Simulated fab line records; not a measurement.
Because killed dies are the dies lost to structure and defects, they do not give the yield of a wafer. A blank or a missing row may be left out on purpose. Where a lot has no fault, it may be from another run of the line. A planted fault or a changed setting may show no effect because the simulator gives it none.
Matching of chambers + flow nand_harc + 4 sister chambers for NHARC_THIN_TSV_CMP_01 on cmp-01
The step polishes. 7 wafers are shown with their chamber, then 7 later ones without.

WAFERS WITH THEIR CHAMBER
| wafer  | chamber | motor_current_A (A) | slurry_flow_ml_min |
|--------|---------|---------------------|--------------------|
| L177.4 | 0       | 13.0                | 149.9              |
| L178.1 | 2       | 11.5                | 150.2              |
| L180.5 | 0       | 13.4                | 150.1              |
| L179.2 | 3       | 11.1                | 150.5              |
| L179.5 | 1       | 13.3                | 149.9              |
| L182.1 | 3       | 12.0                | 150.1              |
| L182.2 | 1       | 12.7                | 148.7              |

WAFERS WITH NO CHAMBER GIVEN
| wafer  | motor_current_A (A) | slurry_flow_ml_min |
|--------|---------------------|--------------------|
| L182.6 | 11.3                | 149.7              |
| L192.1 | 14.0                | 149.8              |
| L192.3 | 12.4                | 149.5              |
| L192.5 | 11.6                | 149.2              |
| L196.1 | 13.1                | 150.0              |
| L196.4 | 12.5                | 150.4              |
| L196.6 | 11.3                | 149.6              |

WHICH CHAMBER EACH ONE RAN IN
| wafer  | from the rows above               | in truth |
|--------|-----------------------------------|----------|
| L182.6 | can't be placed: 2 or 3           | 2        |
| L192.1 | can't be placed: 0 or 1           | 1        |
| L192.3 | can't be placed: 1 or 0 or 2 or 3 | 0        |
| L192.5 | can't be placed: 2 or 3 or 1 or 0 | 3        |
| L196.1 | can't be placed: 0 or 1           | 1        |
| L196.4 | can't be placed: 0 or 3 or 2 or 1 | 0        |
| L196.6 | can't be placed: 2 or 3           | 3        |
Correctly placed: 0 of 7. From these rows, 7 cannot be placed; in 7 the true chamber is one of the candidates. Wrongly placed: 0.
How it was worked out, from the rows above alone: a wafer's distance from a chamber is the root of the sum, over the readings, of the square of ((its reading less the chamber's mean) divided by the reading's scatter). If the next closest chamber is less than 2 further off than the closest, the wafer can't be placed; otherwise it belongs to the closest. Each chamber's mean is taken over the wafers shown for it. How the scatter is found: for the shown wafers, subtract from each reading the mean of its chamber, square and add these, divide the total by (wafers less chambers), then take the root.
